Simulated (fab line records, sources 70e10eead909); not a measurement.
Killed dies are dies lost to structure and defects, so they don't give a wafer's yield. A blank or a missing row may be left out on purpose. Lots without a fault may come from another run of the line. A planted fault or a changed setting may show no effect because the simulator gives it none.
Chamber matching | flow nand_harc | NHARC_P_STI_ETCH_15 on rie_si-04: 4 sister chambers
The step etches the open film in HBr/Cl2, target depth 300 nm, time 100.1 s. 18 wafers are shown with their chamber, then 9 later ones without.

WAFERS WITH THEIR CHAMBER
wafer  | chamber | drypump_motor_current_A (A) | throttle_valve_pct (%) | oes_product_au (a.u.)
L544.1 | 0       | 5.4                         | 26.410                 | 1.010
L544.3 | 3       | 5.7                         | 26.396                 | 0.996
L544.6 | 2       | 5.1                         | 26.407                 | 1.011
L546.4 | 0       | 5.5                         | 26.412                 | 1.009
L546.5 | 2       | 5.2                         | 26.405                 | 1.004
L546.6 | 3       | 5.7                         | 26.391                 | 1.008
L548.1 | 1       | 5.9                         | 26.392                 | 0.990
L548.4 | 2       | 5.2                         | 26.399                 | 0.992
L548.6 | 0       | 5.4                         | 26.404                 | 1.001
L552.3 | 1       | 5.9                         | 26.411                 | 1.006
L552.4 | 0       | 5.5                         | 26.404                 | 1.007
L552.6 | 3       | 5.7                         | 26.392                 | 0.994
L560.1 | 3       | 5.7                         | 26.408                 | 1.001
L560.2 | 2       | 5.2                         | 26.409                 | 1.007
L560.4 | 0       | 5.4                         | 26.392                 | 0.998
L561.2 | 3       | 5.7                         | 26.403                 | 1.010
L561.4 | 1       | 5.9                         | 26.412                 | 1.008
L561.6 | 1       | 5.9                         | 26.414                 | 1.004

SIGNATURES (means of the wafers above)
reading                 | chamber 0 | chamber 1 | chamber 2 | chamber 3 | scatter within a chamber
drypump_motor_current_A | 5.440     | 5.900     | 5.175     | 5.700     | 0.0373
throttle_valve_pct      | 26.40440  | 26.40725  | 26.40500  | 26.39800  | 0.00769
oes_product_au          | 1.00500   | 1.00200   | 1.00350   | 1.00180   | 0.00713
Rule: a wafer's distance from a chamber is the root of the sum, over the readings, of the square of ((its reading less the chamber's mean) divided by the reading's scatter). The wafer belongs to the nearest chamber; if the next one is less than 2 further off, it can't be placed. The scatter: the root of (the sum of the squares of (reading less its chamber's mean) over the shown wafers, divided by (wafers less chambers)).

WAFERS WITHOUT THEIR CHAMBER
wafer  | drypump_motor_current_A (A) | throttle_valve_pct (%) | oes_product_au (a.u.)
L562.1 | 5.9                         | 26.410                 | 0.999
L562.2 | 5.4                         | 26.390                 | 0.999
L562.5 | 5.2                         | 26.401                 | 1.004
L563.1 | 5.5                         | 26.422                 | 1.001
L563.4 | 5.1                         | 26.391                 | 1.008
L563.5 | 5.2                         | 26.419                 | 1.014
L564.2 | 5.7                         | 26.406                 | 1.001
L564.4 | 5.2                         | 26.408                 | 0.997
L564.5 | 5.9                         | 26.415                 | 0.993

WHICH CHAMBER EACH WENT THROUGH
wafer  | from the rows above | in truth
L562.1 | 1                   | 1
L562.2 | 0                   | 0
L562.5 | 2                   | 2
L563.1 | 0                   | 0
L563.4 | 2                   | 2
L563.5 | 2                   | 2
L564.2 | 3                   | 3
L564.4 | 2                   | 2
L564.5 | 1                   | 1
Placed correctly: 9 of 9. Can't be placed from these rows: 0. Placed wrongly: 0.
